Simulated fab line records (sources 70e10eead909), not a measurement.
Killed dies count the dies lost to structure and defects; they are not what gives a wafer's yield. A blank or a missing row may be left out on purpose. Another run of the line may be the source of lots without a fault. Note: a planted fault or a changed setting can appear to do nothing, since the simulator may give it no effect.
Which tool is to blame? / flow nand harc / 13 lots, 37 wafers sampled, at 5 steps of a route of 1302

== WHAT EACH GAUGE READ, for each wafer ==
NHARC_P_M1_CD_MEAS_09 targets a cd of 130 nm. Usual: cd nm 130.0 nm, standard deviation 0.65.
lot=L182; measured=day 6 04:43; on=cd sem-03; cd nm (nm)=130.6 131.5 130.4; flag=
lot=L183; measured=day 6 17:49; on=cd sem-02; cd nm (nm)=131.3 130.3 128.9; flag=
lot=L184; measured=day 6 22:55; on=cd sem-02; cd nm (nm)=130.7 131.6 130.2; flag=
lot=L187; measured=day 8 05:41; on=cd sem-02; cd nm (nm)=131.1 130.2 130.1; flag=
lot=L188; measured=day 8 19:05; on=cd sem-01; cd nm (nm)=129.4 129.6 129.5; flag=
lot=L189; measured=day 9 08:55; on=cd sem-01; cd nm (nm)=131.0 130.5 130.5; flag=
lot=L191; measured=day 10 05:23; on=cd sem-03; cd nm (nm)=129.7 129.2 130.5; flag=
lot=L193; measured=day 11 07:32; on=cd sem-01; cd nm (nm)=131.0 129.4 130.3; flag=
lot=L197; measured=day 12 06:31; on=cd sem-03; cd nm (nm)=130.2; flag=
lot=L200; measured=day 13 21:06; on=cd sem-01; cd nm (nm)=130.2 129.8 129.6; flag=
lot=L202; measured=day 14 16:46; on=cd sem-03; cd nm (nm)=129.5 130.0 129.4; flag=
lot=L203; measured=day 15 06:26; on=cd sem-03; cd nm (nm)=130.6 129.7 129.4; flag=
lot=L204; measured=day 15 15:16; on=cd sem-01; cd nm (nm)=130.5 130.2 131.1; flag=

NHARC_END_SORT_01. Usual: defect limited yield is 91.2 % with standard deviation 2.8, killed at array is 56 with standard deviation 19, killed at other is 0.8 with standard deviation 1.1, killed at periphery is 3.4 with standard deviation 2.5, killed dies is 60 with standard deviation 19, killed open is 2.9 with standard deviation 1.7, and killed short is 2.4 with standard deviation 1.6.
lot=L182; measured=day 24 08:58; on=prober-02; defect limited yield (%)=96.5 96.5 97.3; killed at array=21 22 18; killed at other=0 0 0; killed at periphery=3 2 0; killed dies=24 24 18; killed open=1 1 2; killed short=2 3 0; flag=
lot=L183; measured=day 25 01:17; on=prober-01; defect limited yield (%)=90.7 87.6 90.7; killed at array=60 80 61; killed at other=0 0 0; killed at periphery=3 4 2; killed dies=63 84 63; killed open=1 5 0; killed short=2 6 1; flag=
lot=L184; measured=day 25 09:04; on=prober-01; defect limited yield (%)=91.3 89.5 89.7; killed at array=56 67 70; killed at other=1 0 0; killed at periphery=2 4 0; killed dies=59 71 70; killed open=3 2 2; killed short=1 2 3; flag=
lot=L187; measured=day 27 07:38; on=prober-01; defect limited yield (%)=91.1 92.0 90.0; killed at array=53 52 63; killed at other=3 1 3; killed at periphery=4 1 2; killed dies=60 54 68; killed open=7 4 3; killed short=6 2 4; flag=
lot=L188; measured=day 27 16:59; on=prober-01; defect limited yield (%)=92.2 93.1 92.2; killed at array=47 39 44; killed at other=3 3 1; killed at periphery=3 5 8; killed dies=53 47 53; killed open=3 1 2; killed short=4 0 4; flag=
lot=L189; measured=day 27 08:28; on=prober-02; defect limited yield (%)=88.8 87.1 89.5; killed at array=66 75 67; killed at other=1 2 1; killed at periphery=9 10 3; killed dies=76 87 71; killed open=3 4 4; killed short=1 4 2; flag=
lot=L191; measured=day 28 11:05; on=prober-02; defect limited yield (%)=89.4 87.9 88.9; killed at array=71 81 73; killed at other=1 0 1; killed at periphery=0 1 1; killed dies=72 82 75; killed open=4 1 3; killed short=2 4 2; flag=
lot=L193; measured=day 29 09:19; on=prober-01; defect limited yield (%)=92.0 91.1 92.5; killed at array=48 51 48; killed at other=0 1 0; killed at periphery=6 8 3; killed dies=54 60 51; killed open=1 5 0; killed short=1 0 3; flag=
lot=L197; measured=day 30 21:39; on=prober-01; defect limited yield (%)=32.2; killed at array=45; killed at other=0; killed at periphery=414; killed dies=459; killed open=1; killed short=2; flag=OFF
lot=L200; measured=day 31 17:56; on=prober-02; defect limited yield (%)=90.7 88.2 87.0; killed at array=61 75 81; killed at other=0 0 4; killed at periphery=2 5 3; killed dies=63 80 88; killed open=3 1 3; killed short=3 2 4; flag=
lot=L202; measured=day 32 19:13; on=prober-01; defect limited yield (%)=87.4 90.1 88.5; killed at array=78 60 72; killed at other=0 0 0; killed at periphery=7 7 6; killed dies=85 67 78; killed open=3 5 1; killed short=5 3 3; flag=
lot=L203; measured=day 33 12:05; on=prober-02; defect limited yield (%)=91.9 90.7 90.7; killed at array=50 61 60; killed at other=1 0 2; killed at periphery=4 2 1; killed dies=55 63 63; killed open=2 4 1; killed short=1 3 3; flag=
lot=L204; measured=day 34 02:20; on=prober-01; defect limited yield (%)=93.6 93.2 93.9; killed at array=38 40 39; killed at other=0 2 1; killed at periphery=5 4 1; killed dies=43 46 41; killed open=1 1 2; killed short=4 3 1; flag=

== TOOL THAT RAN EACH LOT (tool first, then ch and the chambers of the sampled wafers, then the start) ==
lot=L182; NHARC_P_M1_PVD_20=pvd sputter-03, day 6 06:17 or earlier; NHARC_P_M1_PVD_21=pvd sputter-03, day 6 06:17 or earlier; NHARC_P_M1_ECD_22=ecd cu-01 ch 0,1, day 6 06:17
lot=L183; NHARC_P_M1_PVD_20=pvd sputter-03, day 6 19:28 or earlier; NHARC_P_M1_PVD_21=pvd sputter-03, day 6 19:28 or earlier; NHARC_P_M1_ECD_22=ecd cu-01 ch 0,1, day 6 19:28
lot=L184; NHARC_P_M1_PVD_20=pvd sputter-03, day 7 00:37 or earlier; NHARC_P_M1_PVD_21=pvd sputter-03, day 7 00:37 or earlier; NHARC_P_M1_ECD_22=ecd cu-01 ch 0,1, day 7 00:37
lot=L187; NHARC_P_M1_PVD_20=pvd sputter-01, day 8 07:25 or earlier; NHARC_P_M1_PVD_21=pvd sputter-01, day 8 07:25 or earlier; NHARC_P_M1_ECD_22=ecd cu-02 ch 0,1, day 8 07:25
lot=L188; NHARC_P_M1_PVD_20=pvd sputter-02, day 8 20:47 or earlier; NHARC_P_M1_PVD_21=pvd sputter-02, day 8 20:47 or earlier; NHARC_P_M1_ECD_22=ecd cu-02 ch 0,1, day 8 20:47
lot=L189; NHARC_P_M1_PVD_20=pvd sputter-02, day 9 10:31 or earlier; NHARC_P_M1_PVD_21=pvd sputter-02, day 9 10:31 or earlier; NHARC_P_M1_ECD_22=ecd cu-02 ch 0,1, day 9 10:31
lot=L191; NHARC_P_M1_PVD_20=pvd sputter-02, day 10 06:56 or earlier; NHARC_P_M1_PVD_21=pvd sputter-02, day 10 06:56 or earlier; NHARC_P_M1_ECD_22=ecd cu-01 ch 0,1, day 10 06:56
lot=L193; NHARC_P_M1_PVD_20=pvd sputter-03, day 11 09:07 or earlier; NHARC_P_M1_PVD_21=pvd sputter-03, day 11 09:07 or earlier; NHARC_P_M1_ECD_22=ecd cu-01 ch 0,1, day 11 09:07
lot=L197; NHARC_P_M1_PVD_20=pvd sputter-02, day 12 08:08 or earlier; NHARC_P_M1_PVD_21=pvd sputter-02, day 12 08:08 or earlier; NHARC_P_M1_ECD_22=ecd cu-01 ch 1, day 12 08:08
lot=L200; NHARC_P_M1_PVD_20=pvd sputter-01, day 13 22:41 or earlier; NHARC_P_M1_PVD_21=pvd sputter-01, day 13 22:41 or earlier; NHARC_P_M1_ECD_22=ecd cu-02 ch 0,1, day 13 22:41
lot=L202; NHARC_P_M1_PVD_20=pvd sputter-03, day 14 18:26 or earlier; NHARC_P_M1_PVD_21=pvd sputter-03, day 14 18:26 or earlier; NHARC_P_M1_ECD_22=ecd cu-02 ch 0,1, day 14 18:26
lot=L203; NHARC_P_M1_PVD_20=pvd sputter-02, day 15 08:07 or earlier; NHARC_P_M1_PVD_21=pvd sputter-02, day 15 08:07 or earlier; NHARC_P_M1_ECD_22=ecd cu-02 ch 0,1, day 15 08:07
lot=L204; NHARC_P_M1_PVD_20=pvd sputter-01, day 15 16:53 or earlier; NHARC_P_M1_PVD_21=pvd sputter-01, day 15 16:53 or earlier; NHARC_P_M1_ECD_22=ecd cu-01 ch 0,1, day 15 16:53
- NHARC_P_M1_PVD_20: deposits TaN, target thk 5 nm, time 8.06 s.
- NHARC_P_M1_PVD_21: deposits Cu, target thk 30 nm, time 20.49 s.
- NHARC_P_M1_ECD_22: material Cu, target thk 400 nm.

== AS READ BY THE TOOLS THEMSELVES (means over the sampled wafers that have a number; for cases with no such wafer, the mark the record gives instead) ==
NHARC_P_M1_PVD_20. Usual: throttle valve pct 29.8 %, standard deviation 1.1.
lot=L182; tool=pvd sputter-03; throttle valve pct (%)=29.8; flag=
lot=L183; tool=pvd sputter-03; throttle valve pct (%)=30.3; flag=
lot=L184; tool=pvd sputter-03; throttle valve pct (%)=28.9; flag=
lot=L187; tool=pvd sputter-01; throttle valve pct (%)=31.5; flag=
lot=L188; tool=pvd sputter-02; throttle valve pct (%)=29.2; flag=
lot=L189; tool=pvd sputter-02; throttle valve pct (%)=29.1; flag=
lot=L191; tool=pvd sputter-02; throttle valve pct (%)=29.1; flag=
lot=L193; tool=pvd sputter-03; throttle valve pct (%)=30.0; flag=
lot=L197; tool=pvd sputter-02; throttle valve pct (%)=29.3; flag=
lot=L200; tool=pvd sputter-01; throttle valve pct (%)=30.2; flag=
lot=L202; tool=pvd sputter-03; throttle valve pct (%)=30.0; flag=
lot=L203; tool=pvd sputter-02; throttle valve pct (%)=29.2; flag=
lot=L204; tool=pvd sputter-01; throttle valve pct (%)=30.7; flag=

NHARC_P_M1_PVD_21. Usual: throttle valve pct 29.8 %, standard deviation 1.1.
lot=L182; tool=pvd sputter-03; throttle valve pct (%)=28.9; flag=
lot=L183; tool=pvd sputter-03; throttle valve pct (%)=29.7; flag=
lot=L184; tool=pvd sputter-03; throttle valve pct (%)=29.1; flag=
lot=L187; tool=pvd sputter-01; throttle valve pct (%)=30.8; flag=
lot=L188; tool=pvd sputter-02; throttle valve pct (%)=29.1; flag=
lot=L189; tool=pvd sputter-02; throttle valve pct (%)=29.0; flag=
lot=L191; tool=pvd sputter-02; throttle valve pct (%)=29.0; flag=
lot=L193; tool=pvd sputter-03; throttle valve pct (%)=30.1; flag=
lot=L197; tool=pvd sputter-02; throttle valve pct (%)=29.1; flag=
lot=L200; tool=pvd sputter-01; throttle valve pct (%)=30.3; flag=
lot=L202; tool=pvd sputter-03; throttle valve pct (%)=30.2; flag=
lot=L203; tool=pvd sputter-02; throttle valve pct (%)=28.9; flag=
lot=L204; tool=pvd sputter-01; throttle valve pct (%)=31.8; flag=

== THE ANSWER, worked out from the rows above alone ==
Rule: lot off if the mean of its wafers having a number is beyond 3 standard deviations from the usual mean. Also off: a lot with no number at a reading for which 4 or more lots have one. The other lots that the step has rows for count as sound. The gauges are gone through in route order, then the tools' own readings, and for those a lot's mean is taken as printed above. At the first step where some lot is off, the reading lying furthest off is the one used; lots without a number count as furthest.
Off at NHARC_END_SORT_01 (killed at periphery): L197.
A tool fits if, at a process step before that reading, it ran every lot that is off, and no sound lot after the first of them. Those tools and the gauges at NHARC_END_SORT_01 are tried in the same way. With no start given for some of its lots, NHARC_P_M1_PVD_20 uses the hours and lot order of NHARC_P_M1_ECD_22. With no start given for some of its lots, NHARC_P_M1_PVD_21 uses the hours and lot order of NHARC_P_M1_ECD_22. Not one of the candidates tried fits.

== WHAT WAS PUT IN BY THE SIMULATOR ==
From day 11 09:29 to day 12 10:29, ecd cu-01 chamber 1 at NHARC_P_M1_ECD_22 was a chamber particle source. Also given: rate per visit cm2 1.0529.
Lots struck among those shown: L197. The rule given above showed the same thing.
